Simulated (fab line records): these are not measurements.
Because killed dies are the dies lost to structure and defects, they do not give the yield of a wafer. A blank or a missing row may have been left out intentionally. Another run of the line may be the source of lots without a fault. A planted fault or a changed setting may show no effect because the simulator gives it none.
Lot-split experiment :: flow n5 finfet :: 21 wafers read across 7 lots, on a route 1938 steps long

## ABOUT THE SPLIT
At N5_BEOL_M7_ETCH_62 (etches SOC in N2/H2, target depth 110 nm, overetch 22 nm, time 165 s), the setting source w was moved away from the recipe's 840 W on 9 of the 21 wafers read, by -17.5% to +15.8%. For the rest of the wafers, this setting stayed at what the recipe calls for.

The reading is taken at the split's own step.

## THE READING
rf vpp V, in V, at N5_BEOL_M7_ETCH_62 (etches SOC in N2/H2, target depth 110 nm, overetch 22 nm, time 165 s). Fault-free wafers of this fab line usually give 524.4 V, standard deviation 2.6 V.

wafer: L076.1
tool, chamber at the split: rie diel-04, 0
source w as run, W: 793.7
against the recipe: -5.5%
rf vpp V, V: 531.9
against lot-mates on the recipe: +9.9

wafer: L076.3
tool, chamber at the split: rie diel-04, 1
source w as run, W: 793.7
against the recipe: -5.5%
rf vpp V, V: 531.7
against lot-mates on the recipe: +9.7

wafer: L076.4
tool, chamber at the split: rie diel-04, 2
source w as run, W: 840
against the recipe: recipe
rf vpp V, V: 522.0
against lot-mates on the recipe: -

wafer: L083.1
tool, chamber at the split: rie diel-02, 0
source w as run, W: 693.3
against the recipe: -17.5%
rf vpp V, V: 561.5
against lot-mates on the recipe: +34.0

wafer: L083.3
tool, chamber at the split: rie diel-02, 1
source w as run, W: 693.3
against the recipe: -17.5%
rf vpp V, V: 561.5
against lot-mates on the recipe: +34.0

wafer: L083.4
tool, chamber at the split: rie diel-02, 0
source w as run, W: 840
against the recipe: recipe
rf vpp V, V: 527.5
against lot-mates on the recipe: -

wafer: L084.1
tool, chamber at the split: rie diel-02, 1
source w as run, W: 840
against the recipe: recipe
rf vpp V, V: 528.1
against lot-mates on the recipe: -

wafer: L084.3
tool, chamber at the split: rie diel-02, 2
source w as run, W: 840
against the recipe: recipe
rf vpp V, V: 519.7
against lot-mates on the recipe: -

wafer: L084.5
tool, chamber at the split: rie diel-02, 0
source w as run, W: 840
against the recipe: recipe
rf vpp V, V: 526.4
against lot-mates on the recipe: -

wafer: L086.1
tool, chamber at the split: rie diel-06, 3
source w as run, W: 840
against the recipe: recipe
rf vpp V, V: 525.4
against lot-mates on the recipe: -

wafer: L086.2
tool, chamber at the split: rie diel-06, 1
source w as run, W: 911.9
against the recipe: +8.6%
rf vpp V, V: 508.0
against lot-mates on the recipe: -17.4

wafer: L086.6
tool, chamber at the split: rie diel-06, 3
source w as run, W: 911.9
against the recipe: +8.6%
rf vpp V, V: 511.1
against lot-mates on the recipe: -14.3

wafer: L090.1
tool, chamber at the split: rie diel-02, 0
source w as run, W: 840
against the recipe: recipe
rf vpp V, V: 526.8
against lot-mates on the recipe: -

wafer: L090.4
tool, chamber at the split: rie diel-02, 2
source w as run, W: 840
against the recipe: recipe
rf vpp V, V: 522.5
against lot-mates on the recipe: -

wafer: L090.6
tool, chamber at the split: rie diel-02, 1
source w as run, W: 741.4
against the recipe: -11.7%
rf vpp V, V: 551.1
against lot-mates on the recipe: +26.5

wafer: L096.1
tool, chamber at the split: rie diel-06, 0
source w as run, W: 840
against the recipe: recipe
rf vpp V, V: 520.2
against lot-mates on the recipe: -

wafer: L096.3
tool, chamber at the split: rie diel-06, 2
source w as run, W: 696.6
against the recipe: -17.1%
rf vpp V, V: 561.8
against lot-mates on the recipe: +38.1

wafer: L096.4
tool, chamber at the split: rie diel-06, 3
source w as run, W: 840
against the recipe: recipe
rf vpp V, V: 527.1
against lot-mates on the recipe: -

wafer: L097.2
tool, chamber at the split: rie diel-02, 0
source w as run, W: 840
against the recipe: recipe
rf vpp V, V: 525.5
against lot-mates on the recipe: -

wafer: L097.4
tool, chamber at the split: rie diel-02, 3
source w as run, W: 840
against the recipe: recipe
rf vpp V, V: 526.5
against lot-mates on the recipe: -

wafer: L097.5
tool, chamber at the split: rie diel-02, 2
source w as run, W: 972.5
against the recipe: +15.8%
rf vpp V, V: 497.1
against lot-mates on the recipe: -28.9

FIT RESULTS
A straight line over all 21 wafers: rf vpp V changes by -1.99 V for each +1% of source w; r = -0.99; the points scatter about the line by 3 V.
The same after taking each lot's own level away (the mean of its wafers on the recipe; 21 wafers): -1.98 V for each +1%; r = -0.99; scatter 2.5 V.
On that fit, the largest move of source w shifts the reading by 35 V.
Across the lots, their own levels run from 522.00 to 527.50 V, a range of 2.1 times the standard deviation given above.
So the lot-to-lot level changes the slope little: the two slopes agree.
Check: +35.4 V against its lot-mates is what the line predicts for one of the wafers moved furthest among these (-17.5%) when that wafer is left out of the fit. It came out at +34 V against them.
Tool readings at the split's step, against how far the setting was moved: rf vpp V r = -0.99.

## THESE WAFERS: OTHER SPLITS
These wafers also went through other splits before the reading. Each is held against what the fit with the lots' levels taken away leaves over:
other split on the same wafers: N5_BEOL_M6_HM_DEP_02 target thk a
wafers away from the commonest value: 7
r with rf vpp V (lot level and that fit taken away): -0.23

## THE FILE'S OWN FIT
rf vpp V changes by -2.02 V for each +1% of source w, r = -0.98.
